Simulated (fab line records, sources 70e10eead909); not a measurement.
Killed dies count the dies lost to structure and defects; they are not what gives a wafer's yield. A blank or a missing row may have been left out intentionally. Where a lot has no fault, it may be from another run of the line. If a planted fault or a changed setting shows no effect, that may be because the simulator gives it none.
fab line records	flow nand_harc
[record] lots = 24	wafers = 72	last_day = 33
route steps=1302 shown P_CONTACT@219 P_M0@284 P_M1@299
lots that met no fault: taken from a fault-free run of the same line
start_h: start of the lot's first displayed wafer, in hours after the record's first day	wait_h: how many hours have passed since the lot's step before this one	" unchanged from the row above	L1.1+2: one row covering several wafers at once	- value missing, or start not given	* or withheld: withheld	< > ~ a bound
route shown NAME@n: a module of which the file shows steps, and the number in the route of the first	usual: mean/standard deviation taken from wafers without a fault	same: alike in all rows	chamber/n: place in a boat	sites: the reading at each site	_std_site: their standard deviation	_edge_site: mean of outer sites minus mean of inner sites	radius_mm: how far each site lies from the wafer's centre	mask NAME#n: copy n	behind: the most recent tool/chamber to have shaped the wafer	hold: why the lot went on hold/how many hours it stayed there/how the hold came to an end	device: transistor that didn't switch, given as n, p or np	end of line: the same wafers' tests at the end of the route	a step without rows: its recipe alone	killed: dies lost to structure and defects at the first sort, not the wafer's yield	map: the dies of a wafer, with x for killed, . for not killed, _ for no die there
set.NAME: setting as actually run; set.NAME@STEP: the setting as run at that earlier step	model.NAME: the simulator's own value behind a step, which no gauge read
route steps across a sampled set of lots; one table per step, one row per wafer
services: a tool's chamber out of use, with start hour (start_h, from the record's first day; less than 0 if before it), hours out, and reason
[[steps]]
[step NHARC_P_CONTACT_CMP_01]
[recipe] target_thk_nm = 200	material = SiO2
[usual] motor_current_A = 12.5/1.2	slurry_flow_ml_min = 150.0/0.47
lot.wafer	tool	chamber	start_h	wait_h	motor_current_A	slurry_flow_ml_min
L074.4	cmp-02	1	113.16	-	12.0	150.4
L074.1	"	2	"	"	12.7	149.4
L074.3	"	0	"	"	10.9	150.3
L075.3	cmp-03	0	127.69	-	10.4	149.8
L075.4	"	1	"	"	12.4	149.6
L075.6	"	3	"	"	12.4	150.6
L077.1	cmp-02	2	142.46	-	12.7	149.5
L077.2	"	1	"	"	11.8	150.6
L077.5	"	2	"	"	12.6	150.4
L076.3	cmp-04	0	143.33	-	15.2	149.8
L076.2	"	1	"	"	12.3	150.6
L076.1	"	3	"	"	14.4	149.8
L078.2	cmp-02	0	168.81	-	10.8	150.7
L078.3	"	1	"	"	12.2	149.8
L078.6	"	3	"	"	11.4	150.3
L079.2	cmp-04	1	169.53	-	12.3	150.2
L079.3	"	3	"	"	13.8	150.4
L079.5	"	2	"	"	12.6	150.5
L080.1	cmp-03	1	179.04	-	11.8	150.7
L080.3	"	2	"	"	12.5	149.9
L080.6	"	0	"	"	10.4	149.6
L081.1	cmp-02	2	185.35	-	12.6	149.7
L081.3	"	0	"	"	10.9	150.1
L081.5	"	2	"	"	13.2	150.4
L083.2	cmp-02	3	202.77	-	11.9	149.8
L083.4	"	0	"	"	10.9	150.4
L083.5	"	2	"	"	13.4	150.3
L082.4	cmp-04	0	203.89	-	15.5	150.3
L082.1	"	1	"	"	12.8	150.5
L082.5	"	2	"	"	12.0	150.1
L084.3	cmp-03	1	224.69	-	11.2	150.4
L084.4	"	2	"	"	12.2	150.5
L084.1	"	3	"	"	13.6	149.0
L085.4	cmp-02	0	228.86	-	11.0	149.9
L085.3	"	1	"	"	12.1	150.3
L085.2	"	3	"	"	11.7	149.4
L086.1	cmp-04	3	261.11	-	13.9	149.5
L086.4	"	1	"	"	12.8	150.0
L086.5	"	0	"	"	15.1	150.4
L089.2	cmp-02	0	261.84	-	11.1	150.6
L089.6	"	3	"	"	12.1	149.7
L089.5	"	0	"	"	11.3	150.2
L088.1	cmp-04	2	262.30	-	13.2	150.1
L088.3	"	1	"	"	12.3	150.1
L088.5	"	3	"	"	14.2	150.2
L087.3	cmp-03	2	267.30	-	12.7	150.3
L087.1	"	3	"	"	13.0	150.1
L087.2	"	0	"	"	10.2	149.9
L090.1	cmp-03	0	286.83	-	10.2	149.2
L090.4	"	1	"	"	12.3	150.1
L090.5	"	0	"	"	10.3	150.2
L091.2	cmp-02	3	288.84	-	11.5	150.7
L091.5	"	2	"	"	12.3	149.8
L091.6	"	3	"	"	12.0	149.9
L092.3	cmp-04	0	302.14	-	14.9	150.4
L092.5	"	1	"	"	13.5	150.2
L092.6	"	2	"	"	12.4	150.4
L093.3	cmp-02	3	314.02	-	11.3	150.3
L093.1	"	0	"	"	10.4	150.1
L093.2	"	2	"	"	12.4	149.4
L094.1	cmp-03	3	324.99	-	12.1	149.8
L094.2	"	0	"	"	10.3	150.7
L094.3	"	1	"	"	12.0	150.4
L096.4	cmp-04	2	332.80	-	12.2	149.5
L096.2	"	3	"	"	14.4	149.4
L096.5	"	3	"	"	13.4	149.3
L095.4	cmp-04	2	333.58	-	12.5	150.0
L095.2	"	3	"	"	13.9	149.8
L095.5	"	2	"	"	13.1	149.7
L097.1	cmp-04	0	345.06	-	14.5	150.0
L097.5	"	3	"	"	13.7	150.3
L097.6	"	0	"	"	15.7	149.8
[step NHARC_P_CONTACT_OVL_MEAS_13]
[usual] overlay_x_nm = 0.1/0.83	overlay_y_nm = -0.4/0.76
lot.wafer	tool	chamber	start_h	wait_h	overlay_x_nm	overlay_y_nm
L074.1	overlay-02	-	113.95	-	0.3	-0.6
L074.3	"	-	"	"	0.1	-0.8
L074.4	"	-	"	"	0.4	-0.1
L075.3	overlay-02	-	128.55	-	1.2	1.8
L075.4	"	-	"	"	1.6	2.0
L075.6	"	-	"	"	1.8	1.4
L077.1	overlay-02	-	143.37	-	-0.5	-1.2
L077.2	"	-	"	"	0.3	-0.8
L077.5	"	-	"	"	-0.1	-0.9
L076.1	overlay-01	-	144.25	-	0.2	-1.1
L076.2	"	-	"	"	0.5	-0.7
L076.3	"	-	"	"	0.3	-0.3
L078.2	overlay-02	-	169.56	-	1.0	-0.4
L078.3	"	-	"	"	0.6	-0.7
L078.6	"	-	"	"	1.2	-0.5
L079.2	overlay-02	-	170.46	-	-0.6	-0.6
L079.3	"	-	"	"	0.0	-1.0
L079.5	"	-	"	"	0.3	-0.9
L080.1	overlay-01	-	179.80	-	0.3	0.4
L080.3	"	-	"	"	0.1	0.8
L080.6	"	-	"	"	0.8	1.0
L081.1	overlay-02	-	186.27	-	0.7	0.1
L081.3	"	-	"	"	0.2	0.7
L081.5	"	-	"	"	0.5	0.4
L083.2	overlay-02	-	203.54	-	-1.1	0.0
L083.4	"	-	"	"	-0.7	0.0
L083.5	"	-	"	"	-0.8	0.0
L082.1	overlay-01	-	204.63	-	0.3	-0.3
L082.4	"	-	"	"	0.3	-1.0
L082.5	"	-	"	"	0.1	-0.7
L084.1	overlay-01	-	225.59	-	-0.5	-0.2
L084.3	"	-	"	"	-0.5	-1.0
L084.4	"	-	"	"	-1.1	-1.1
L085.2	overlay-01	-	229.78	-	0.7	-1.6
L085.3	"	-	"	"	0.8	-0.6
L085.4	"	-	"	"	1.2	-1.1
L086.1	overlay-02	-	261.91	-	1.8	0.1
L086.4	"	-	"	"	0.9	-0.2
L086.5	"	-	"	"	0.9	-0.8
L089.2	overlay-01	-	262.74	-	0.7	0.2
L089.5	"	-	"	"	0.9	0.1
L089.6	"	-	"	"	0.4	0.2
L088.1	overlay-01	-	263.21	-	-1.6	-1.5
L088.3	"	-	"	"	-1.9	-1.7
L088.5	"	-	"	"	-1.2	-1.1
L087.1	overlay-02	-	268.21	-	-0.7	-0.6
L087.2	"	-	"	"	-0.2	-0.7
L087.3	"	-	"	"	-0.7	-1.1
L090.1	overlay-01	-	287.74	-	0.0	-1.0
L090.4	"	-	"	"	-0.2	-0.5
L090.5	"	-	"	"	-0.2	-0.4
L091.2	overlay-02	-	289.73	-	-0.8	-1.1
L091.5	"	-	"	"	-0.7	-0.7
L091.6	"	-	"	"	-0.8	-0.6
L092.3	overlay-02	-	302.98	-	-0.1	-0.6
L092.5	"	-	"	"	0.1	-0.8
L092.6	"	-	"	"	-0.6	-1.1
L093.1	overlay-02	-	314.94	-	-0.6	-1.3
L093.2	"	-	"	"	-0.7	-0.8
L093.3	"	-	"	"	-1.1	-1.1
L094.1	overlay-02	-	325.88	-	1.0	-1.3
L094.2	"	-	"	"	0.5	-1.2
L094.3	"	-	"	"	0.5	-1.2
L096.2	overlay-02	-	333.72	-	1.0	-0.7
L096.4	"	-	"	"	1.5	-0.8
L096.5	"	-	"	"	0.8	-0.6
L095.2	overlay-02	-	334.34	-	-1.0	1.2
L095.4	"	-	"	"	-0.5	0.7
L095.5	"	-	"	"	-1.3	0.6
L097.1	overlay-02	-	345.95	-	1.3	-0.2
L097.5	"	-	"	"	1.4	-0.7
L097.6	"	-	"	"	0.8	-0.1
[step NHARC_P_CONTACT_INSPECT_14]
[usual] raw_defect_count = 3.8/2.4
lot.wafer	tool	chamber	start_h	wait_h	raw_defect_count
L074.1	defect_inspect-02	-	113.99	0.0	2
L074.3	"	-	"	"	1
L074.4	"	-	"	"	5
L075.3	defect_inspect-02	-	128.59	0.0	6
L075.4	"	-	"	"	6
L075.6	"	-	"	"	2
L077.1	defect_inspect-01	-	143.41	0.0	3
L077.2	"	-	"	"	1
L077.5	"	-	"	"	3
L076.1	defect_inspect-01	-	144.28	0.0	8
L076.2	"	-	"	"	6
L076.3	"	-	"	"	7
L078.2	defect_inspect-01	-	169.60	0.0	9
L078.3	"	-	"	"	3
L078.6	"	-	"	"	7
L079.2	defect_inspect-02	-	170.49	0.0	1
L079.3	"	-	"	"	6
L079.5	"	-	"	"	6
L080.1	defect_inspect-02	-	179.84	0.0	5
L080.3	"	-	"	"	4
L080.6	"	-	"	"	3
L081.1	defect_inspect-02	-	186.30	0.0	6
L081.3	"	-	"	"	9
L081.5	"	-	"	"	4
L083.2	defect_inspect-01	-	203.57	0.0	1
L083.4	"	-	"	"	5
L083.5	"	-	"	"	4
L082.1	defect_inspect-01	-	204.66	0.0	4
L082.4	"	-	"	"	3
L082.5	"	-	"	"	2
L084.1	defect_inspect-02	-	225.62	0.0	0
L084.3	"	-	"	"	1
L084.4	"	-	"	"	1
L085.2	defect_inspect-02	-	229.82	0.0	4
L085.3	"	-	"	"	2
L085.4	"	-	"	"	4
L086.1	defect_inspect-01	-	261.94	0.0	3
L086.4	"	-	"	"	7
L086.5	"	-	"	"	7
L089.2	defect_inspect-01	-	262.77	0.0	6
L089.5	"	-	"	"	3
L089.6	"	-	"	"	7
L088.1	defect_inspect-01	-	263.25	0.0	3
L088.3	"	-	"	"	1
L088.5	"	-	"	"	5
L087.1	defect_inspect-02	-	268.25	0.0	2
L087.2	"	-	"	"	6
L087.3	"	-	"	"	1
L090.1	defect_inspect-01	-	287.78	0.0	6
L090.4	"	-	"	"	1
L090.5	"	-	"	"	4
L091.2	defect_inspect-02	-	289.77	0.0	1
L091.5	"	-	"	"	9
L091.6	"	-	"	"	3
L092.3	defect_inspect-01	-	303.02	0.0	4
L092.5	"	-	"	"	3
L092.6	"	-	"	"	2
L093.1	defect_inspect-01	-	314.97	0.0	3
L093.2	"	-	"	"	1
L093.3	"	-	"	"	7
L094.1	defect_inspect-01	-	325.92	0.0	0
L094.2	"	-	"	"	6
L094.3	"	-	"	"	4
L096.2	defect_inspect-02	-	333.76	0.0	3
L096.4	"	-	"	"	1
L096.5	"	-	"	"	3
L095.2	defect_inspect-02	-	334.38	0.0	5
L095.4	"	-	"	"	1
L095.5	"	-	"	"	5
L097.1	defect_inspect-02	-	345.99	0.0	6
L097.5	"	-	"	"	5
L097.6	"	-	"	"	2
[step NHARC_P_CONTACT_DEGAS_38]
[recipe] temp_c = 300	time_s = 60
[usual] heater_power_w = 474/52
lot.wafer	tool	chamber	start_h	wait_h	heater_power_w
L074.1	pvd_sputter-02	-	115.78	-	552
L074.4	"	-	"	"	491
L074.3	"	-	"	"	443
L075.4	pvd_sputter-03	-	130.68	-	400
L075.3	"	-	"	"	398
L075.6	"	-	"	"	402
L077.1	pvd_sputter-03	-	145.05	-	399
L077.2	"	-	"	"	460
L077.5	"	-	"	"	399
L076.2	pvd_sputter-02	-	145.92	-	492
L076.3	"	-	"	"	448
L076.1	"	-	"	"	450
L078.3	pvd_sputter-02	-	171.25	-	498
L078.2	"	-	"	"	548
L078.6	"	-	"	"	478
L079.2	pvd_sputter-01	-	172.16	-	541
L079.3	"	-	"	"	451
L079.5	"	-	"	"	566
L080.1	pvd_sputter-03	-	181.48	-	413
L080.3	"	-	"	"	403
L080.6	"	-	"	"	423
L081.1	pvd_sputter-03	-	187.96	-	475
L081.3	"	-	"	"	400
L081.5	"	-	"	"	412
L083.4	pvd_sputter-01	-	205.38	-	552
L083.2	"	-	"	"	458
L083.5	"	-	"	"	550
L082.4	pvd_sputter-01	-	206.46	-	445
L082.1	"	-	"	"	473
L082.5	"	-	"	"	538
L084.1	pvd_sputter-02	-	227.28	-	490
L084.3	"	-	"	"	447
L084.4	"	-	"	"	559
L085.3	pvd_sputter-03	-	231.46	-	419
L085.2	"	-	"	"	480
L085.4	"	-	"	"	406
L086.1	pvd_sputter-03	-	263.59	-	414
L086.4	"	-	"	"	479
L086.5	"	-	"	"	450
L089.2	pvd_sputter-01	-	264.44	-	553
L089.5	"	-	"	"	472
L089.6	"	-	"	"	485
L088.1	pvd_sputter-01	-	264.89	-	547
L088.3	"	-	"	"	575
L088.5	"	-	"	"	548
L087.1	pvd_sputter-01	-	269.91	-	556
L087.2	"	-	"	"	471
L087.3	"	-	"	"	490
L090.1	pvd_sputter-01	-	289.44	-	558
L090.4	"	-	"	"	492
L090.5	"	-	"	"	552
L091.2	pvd_sputter-01	-	291.44	-	480
L091.5	"	-	"	"	470
L091.6	"	-	"	"	559
L092.3	pvd_sputter-03	-	304.69	-	447
L092.5	"	-	"	"	430
L092.6	"	-	"	"	484
L093.3	pvd_sputter-03	-	316.62	-	452
L093.2	"	-	"	"	420
L093.1	"	-	"	"	479
L094.1	pvd_sputter-03	-	327.59	-	415
L094.3	"	-	"	"	473
L094.2	"	-	"	"	409
L096.2	pvd_sputter-03	-	335.40	-	461
L096.4	"	-	"	"	413
L096.5	"	-	"	"	479
L095.4	pvd_sputter-01	-	336.02	-	566
L095.2	"	-	"	"	473
L095.5	"	-	"	"	556
L097.1	pvd_sputter-02	-	347.70	-	412
L097.6	"	-	"	"	509
L097.5	"	-	"	"	423
[step NHARC_P_M0_DEP_32]
[recipe] target_thk_a = 300	temp_c = 370	target_thk_nm = 30	pressure_torr = 3	flow_sccm = 200	rf_w = 450	material = SiCN
[usual] heater_power_w = 549/67
lot.wafer	tool	chamber	start_h	wait_h	heater_power_w
L074.1	pecvd-04	0	120.99	0.1	565
L074.3	"	2	"	"	520
L074.4	"	2	"	"	533
L075.3	pecvd-04	1	135.97	0.1	477
L075.6	"	0	"	"	499
L075.4	"	1	"	"	486
L077.1	pecvd-02	0	150.24	0.1	451
L077.2	"	1	"	"	430
L077.5	"	2	"	"	524
L076.3	pecvd-03	2	151.53	0.1	650
L076.2	"	0	"	"	607
L076.1	"	1	"	"	589
L078.3	pecvd-03	0	176.44	0.1	592
L078.2	"	1	"	"	591
L078.6	"	1	"	"	472
L079.3	pecvd-02	0	177.61	0.1	571
L079.2	"	1	"	"	462
L079.5	"	1	"	"	466
L080.1	pecvd-02	0	186.72	0.1	515
L080.3	"	2	"	"	568
L080.6	"	2	"	"	558
L081.1	pecvd-02	1	193.24	0.1	497
L081.3	"	2	"	"	554
L081.5	"	0	"	"	515
L083.2	pecvd-03	2	211.12	0.1	634
L083.4	"	0	"	"	643
L083.5	"	2	"	"	633
L082.1	pecvd-03	1	211.69	0.1	603
L082.4	"	2	"	"	578
L082.5	"	0	"	"	588
L084.3	pecvd-04	2	232.39	0.1	456
L084.1	"	1	"	"	545
L084.4	"	1	"	"	544
L085.3	pecvd-03	2	236.70	0.1	580
L085.2	"	0	"	"	608
L085.4	"	0	"	"	612
L086.1	pecvd-03	2	268.72	0.1	588
L086.5	"	0	"	"	635
L086.4	"	1	"	"	585
L089.2	pecvd-03	0	269.70	0.1	614
L089.5	"	2	"	"	646
L089.6	"	1	"	"	605
L088.3	pecvd-02	0	270.79	0.1	496
L088.1	"	1	"	"	409
L088.5	"	1	"	"	412
L087.1	pecvd-03	1	277.75	0.1	580
L087.3	"	2	"	"	598
L087.2	"	0	"	"	562
L090.1	pecvd-02	2	294.76	0.1	642
L090.5	"	0	"	"	550
L090.4	"	1	"	"	478
L091.2	pecvd-02	2	296.91	0.1	649
L091.5	"	1	"	"	463
L091.6	"	0	"	"	457
L092.3	pecvd-04	1	310.01	0.1	509
L092.6	"	2	"	"	466
L092.5	"	1	"	"	510
L093.2	pecvd-02	0	322.00	0.1	496
L093.1	"	1	"	"	449
L093.3	"	2	"	"	682
L094.2	pecvd-03	0	332.84	0.1	530
L094.3	"	1	"	"	628
L094.1	"	2	"	"	525
L096.2	pecvd-02	2	340.46	0.1	571
L096.5	"	2	"	"	548
L096.4	"	1	"	"	453
L095.2	pecvd-02	0	341.13	0.1	508
L095.5	"	0	"	"	528
L095.4	"	1	"	"	424
L097.1	pecvd-03	1	352.94	0.1	639
L097.6	"	1	"	"	613
L097.5	"	2	"	"	643
[step NHARC_P_M1_ETCH_35]
[recipe] target_depth_a = 400	overetch_a = 120	time_s = 43.94	ion_energy_ev = 200	n2_flow_sccm = 150	h2_flow_sccm = 150	ar_flow_sccm = 0	rf_w = 400	bias_w = 150	chemistry = N2/H2
[usual] drypump_motor_current_A = 5.8/0.38	oes_product_au = 1.002/0.0076	rf_vpp_V = 431.3/2.8	showerhead_plenum_p_Torr = 2.07/0.1	throttle_valve_pct = 14.170/0.0093
lot.wafer	tool	chamber	start_h	wait_h	drypump_motor_current_A	oes_product_au	rf_hours_counter_h	rf_vpp_V	showerhead_plenum_p_Torr	throttle_valve_pct
L074.4	rie_diel-05	1	122.36	0.1	5.3	0.987	4	434.2	2.13	14.173
L074.1	"	2	"	"	5.8	1.002	4	435.6	2.19	14.176
L074.3	"	0	"	"	6.2	0.991	4	432.6	2.10	14.156
L075.4	rie_diel-01	0	137.40	0.1	5.7	1.012	28	429.9	2.00	14.167
L075.3	"	2	"	"	5.1	0.996	26	430.5	2.08	14.167
L075.6	"	0	"	"	5.7	1.008	-	429.9	2.00	14.169
L077.1	rie_diel-03	2	151.64	0.1	6.3	0.995	3	434.5	2.18	14.170
L077.2	"	3	"	"	6.1	1.014	3	426.2	1.91	14.177
L077.5	"	2	"	"	6.2	1.005	-	434.1	2.18	14.172
L076.3	rie_diel-01	1	153.04	0.1	5.1	0.999	30	426.5	1.90	14.173
L076.1	"	2	"	"	5.1	0.995	28	432.1	2.08	14.179
L076.2	"	3	"	"	5.2	0.990	33	433.3	2.16	14.186
L078.2	rie_diel-03	0	177.90	0.1	5.7	0.995	5	428.5	1.99	14.161
L078.3	"	2	"	"	6.3	1.001	4	433.6	2.18	14.174
L078.6	"	0	"	"	5.7	1.007	-	429.5	1.99	14.157
L079.2	rie_diel-05	1	179.09	0.1	5.3	0.999	8	433.4	2.13	14.180
L079.3	"	2	"	"	5.8	1.008	8	433.9	2.19	14.167
L079.5	"	1	"	"	5.3	0.997	-	433.8	2.13	14.180
L080.1	rie_diel-05	1	188.25	0.1	5.3	0.995	8	431.7	2.13	14.167
L080.3	"	0	"	"	6.2	1.000	8	431.8	2.09	14.186
L080.6	"	2	"	"	5.8	1.007	-	434.0	2.19	14.181
L081.3	rie_diel-01	2	194.80	0.1	5.1	0.993	46	432.5	2.07	14.174
L081.1	"	3	"	"	5.1	0.999	50	433.9	2.15	14.161
L081.5	"	3	"	"	5.1	0.985	-	433.3	2.15	14.164
L083.4	rie_diel-03	2	212.43	0.1	6.3	1.007	8	433.8	2.18	14.170
L083.2	"	3	"	"	6.1	1.012	8	428.4	1.90	14.164
L083.5	"	2	"	"	6.3	0.997	-	434.9	2.18	14.157
L082.4	rie_diel-03	0	213.19	0.1	5.7	0.997	9	429.5	1.99	14.179
L082.1	"	1	"	"	5.9	0.990	6	430.1	2.03	14.198
L082.5	"	2	"	"	6.2	0.998	-	433.2	2.18	14.185
L084.4	rie_diel-03	1	234.19	0.3	5.9	1.000	7	429.8	2.03	14.165
L084.3	"	2	"	"	6.2	1.002	10	433.4	2.18	14.185
L084.1	"	0	"	"	5.6	1.010	10	428.2	1.99	14.156
L085.3	rie_diel-03	3	238.41	0.1	6.1	1.018	11	427.9	1.90	14.172
L085.4	"	1	"	"	5.8	1.003	8	430.0	2.03	14.178
L085.2	"	2	"	"	6.2	1.008	10	434.3	2.18	14.154
L086.1	rie_diel-03	1	270.26	0.1	5.9	1.007	11	428.1	2.03	14.139
L086.4	"	1	"	"	5.9	1.001	-	431.2	2.03	14.177
L086.5	"	3	"	"	6.1	1.001	-	427.4	1.90	14.157
L089.2	rie_diel-01	2	271.17	0.1	5.0	0.996	15	431.1	2.07	14.165
L089.6	"	1	"	"	5.1	1.007	-	426.8	1.89	14.166
L089.5	"	2	"	"	5.0	0.997	-	432.5	2.07	14.177
L088.1	rie_diel-05	2	272.32	0.1	5.8	1.000	1	433.7	2.19	14.169
L088.3	"	3	"	"	5.7	0.993	1	433.9	2.15	14.160
L088.5	"	2	"	"	5.8	1.002	-	434.7	2.19	14.176
L087.2	rie_diel-03	2	279.30	0.1	6.3	1.004	14	433.8	2.17	14.164
L087.1	"	3	"	"	6.1	1.019	15	427.4	1.90	14.159
L087.3	"	1	"	"	5.8	1.001	12	430.1	2.03	14.173
L090.4	rie_diel-05	3	296.21	0.1	5.7	1.006	2	432.9	2.15	14.185
L090.1	"	1	"	"	5.3	1.011	3	432.8	2.13	14.161
L090.5	"	3	"	"	5.7	0.999	-	433.4	2.15	14.168
L091.2	rie_diel-05	3	298.39	0.1	5.7	1.010	2	432.8	2.15	14.175
L091.5	"	2	"	"	5.7	1.006	-	431.7	2.19	14.174
L091.6	"	3	"	"	5.7	0.999	-	435.0	2.15	14.171
L092.3	rie_diel-05	2	311.45	0.1	5.8	1.008	4	432.6	2.19	14.162
L092.5	"	3	"	"	5.7	1.008	-	434.1	2.15	14.159
L092.6	"	0	"	"	6.2	0.999	-	432.3	2.09	14.171
L093.1	rie_diel-03	2	323.53	0.1	6.3	0.997	4	435.3	2.17	14.183
L093.2	"	0	"	"	5.6	1.000	1	428.1	1.99	14.167
L093.3	"	1	"	"	5.8	0.999	4	428.7	2.02	14.171
L094.2	rie_diel-05	1	334.43	0.1	5.3	0.995	5	432.6	2.12	14.164
L094.3	"	3	"	"	5.7	1.004	5	433.4	2.15	14.180
L094.1	"	0	"	"	6.2	0.998	5	431.3	2.09	14.171
L096.2	rie_diel-03	0	341.86	0.1	5.7	1.001	1	427.4	1.99	14.170
L096.4	"	1	"	"	5.8	1.001	6	428.6	2.02	14.144
L096.5	"	0	"	"	5.7	1.004	-	428.9	1.99	14.153
L095.2	rie_diel-03	2	342.82	0.3	6.3	0.999	7	434.6	2.17	14.157
L095.4	"	0	"	"	5.7	1.012	2	429.0	1.99	14.157
L095.5	"	1	"	"	5.8	0.999	-	428.8	2.02	14.174
L097.1	rie_diel-05	0	354.30	0.1	6.2	1.000	7	431.7	2.09	14.167
L097.6	"	2	"	"	5.8	1.007	-	434.3	2.18	14.172
L097.5	"	3	"	"	5.7	1.006	-	435.0	2.15	14.183
[[services]]
tool	chamber	start_h	hours	kind
cmp-04	-	93.85	1.0	repair
rie_diel-03	-	104.30	9.0	pm
cmp-02	-	108.49	2.6	repair
cmp-04	-	111.00	4.0	pm
rie_diel-05	3	122.56	6.4	repair
pvd_sputter-01	-	131.67	8.5	repair
cmp-02	-	134.51	4.0	pm
pecvd-03	-	149.62	1.1	repair
rie_diel-05	-	153.88	0.2	repair
pecvd-02	-	161.61	1.2	repair
pvd_sputter-03	-	170.00	10.0	pm
pecvd-02	-	175.42	1.7	repair
rie_diel-03	1	184.17	8.3	repair
pecvd-03	-	185.54	13.0	pm
rie_diel-05	0	196.38	14.9	repair
pvd_sputter-03	-	200.02	9.4	repair
rie_diel-03	0	215.07	5.7	repair
pecvd-02	-	227.00	13.0	pm
rie_diel-03	0	258.57	36.1	repair
rie_diel-03	1	265.21	2.0	repair
rie_diel-03	-	281.38	9.0	pm
rie_diel-03	0	304.74	13.8	repair
rie_diel-03	0	323.57	3.2	repair
rie_diel-03	0	333.01	3.2	repair
[[key]]
fault none
